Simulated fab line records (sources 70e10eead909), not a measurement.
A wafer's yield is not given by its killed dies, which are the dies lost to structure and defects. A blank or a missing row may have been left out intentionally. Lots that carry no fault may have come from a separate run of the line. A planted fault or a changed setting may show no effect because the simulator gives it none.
Matching of chambers ; flow nand-harc ; NHARC_P_M0_CMP_23 on cmp-01: 4 sister chambers
The step polishes, t overpolish 20 s, target thk 117.54 nm. 4 wafers are shown with their chamber, then 8 later ones without.

WAFERS PAIRED WITH THEIR CHAMBERS
wafer;chamber;motor-current-A (A)
L082.1;2;13.4
L082.6;3;12.5
L083.6;0;12.4
L091.1;1;12.7

WAFERS WITH NO CHAMBER GIVEN
wafer;motor-current-A (A)
L091.4;13.7
L091.5;13.0
L096.1;13.0
L096.4;13.2
L096.6;13.5
L096.2;12.6
L096.3;12.9
L096.5;13.6

THE CHAMBER EACH PASSED THROUGH
wafer;from the rows above;in truth
L091.4;2;2
L091.5;can't be placed: 1 or 2 or 3 or 0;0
L096.1;can't be placed: 1 or 2 or 3 or 0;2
L096.4;can't be placed: 2 or 1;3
L096.6;2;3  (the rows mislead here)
L096.2;can't be placed: 1 or 3 or 0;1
L096.3;can't be placed: 1 or 3 or 0 or 2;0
L096.5;2;2
Correct placement for 2 of the 8. Can't be placed from these rows: 5 (the true chamber is among the candidates in 4). Number placed wrongly: 1.
How it was worked out, from the rows above alone: a wafer's distance from a chamber is the root of the sum, over the readings, of the square of ((its reading less the chamber's mean) divided by the reading's scatter). If the next closest chamber is less than 2 further off than the closest, the wafer can't be placed; otherwise it belongs to the closest. A chamber's mean is the mean of its shown wafers. The scatter (one wafer shown for each chamber): square how far every hidden wafer sits from the nearest shown wafer, average those squares and take the square root.
